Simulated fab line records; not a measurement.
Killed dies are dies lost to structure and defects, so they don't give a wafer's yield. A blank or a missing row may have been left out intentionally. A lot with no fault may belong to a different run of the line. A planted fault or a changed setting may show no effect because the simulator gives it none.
Matching of chambers / flow nand-harc / 4 sister chambers for NHARC_A_STAIRCASE_ALD_415 on ald-hk-03
The step deposits SiO2, target thk 30 nm, pulse time 6 s, ald cycles 300. 8 wafers are shown with their chamber, then 7 later ones without.

== WAFERS PAIRED WITH THEIR CHAMBERS ==
wafer=L079.5; chamber=3; heater-power-w (W)=427; precursor-pulse-height-rel=0.989
wafer=L080.2; chamber=0; heater-power-w (W)=470; precursor-pulse-height-rel=0.956
wafer=L080.4; chamber=2; heater-power-w (W)=445; precursor-pulse-height-rel=1.003
wafer=L083.1; chamber=1; heater-power-w (W)=488; precursor-pulse-height-rel=0.987
wafer=L083.3; chamber=0; heater-power-w (W)=470; precursor-pulse-height-rel=1.001
wafer=L083.6; chamber=2; heater-power-w (W)=435; precursor-pulse-height-rel=0.999
wafer=L087.2; chamber=3; heater-power-w (W)=440; precursor-pulse-height-rel=0.982
wafer=L087.5; chamber=1; heater-power-w (W)=500; precursor-pulse-height-rel=1.010

== WAFERS WHOSE CHAMBER IS MISSING ==
wafer=L087.6; heater-power-w (W)=477; precursor-pulse-height-rel=0.975
wafer=L088.2; heater-power-w (W)=477; precursor-pulse-height-rel=1.017
wafer=L088.3; heater-power-w (W)=492; precursor-pulse-height-rel=0.996
wafer=L088.5; heater-power-w (W)=497; precursor-pulse-height-rel=0.999
wafer=L094.1; heater-power-w (W)=446; precursor-pulse-height-rel=0.982
wafer=L094.3; heater-power-w (W)=444; precursor-pulse-height-rel=0.968
wafer=L094.4; heater-power-w (W)=468; precursor-pulse-height-rel=1.014

== WHICH CHAMBER EACH WENT THROUGH ==
wafer=L087.6; from the rows above=can't be placed: 0 or 1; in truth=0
wafer=L088.2; from the rows above=can't be placed: 0 or 1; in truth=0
wafer=L088.3; from the rows above=1; in truth=1
wafer=L088.5; from the rows above=1; in truth=1
wafer=L094.1; from the rows above=can't be placed: 2 or 3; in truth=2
wafer=L094.3; from the rows above=can't be placed: 3 or 2 or 0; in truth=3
wafer=L094.4; from the rows above=can't be placed: 0 or 1 or 2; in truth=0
Correct placement for 2 of the 7. These rows do not allow placing 5 (true chamber among the candidates in 5). Wrongly placed: 0.
How it was worked out, from the rows above alone: a wafer's distance from a chamber is the root of the sum, over the readings, of the square of ((its reading less the chamber's mean) divided by the reading's scatter). If the next closest chamber is less than 2 further off than the closest, the wafer can't be placed; otherwise it belongs to the closest. Each chamber's mean is taken over the wafers shown for it. The scatter: take each reading less its chamber's mean, square it, sum over the shown wafers, divide by the number of wafers less the number of chambers, and take the root.
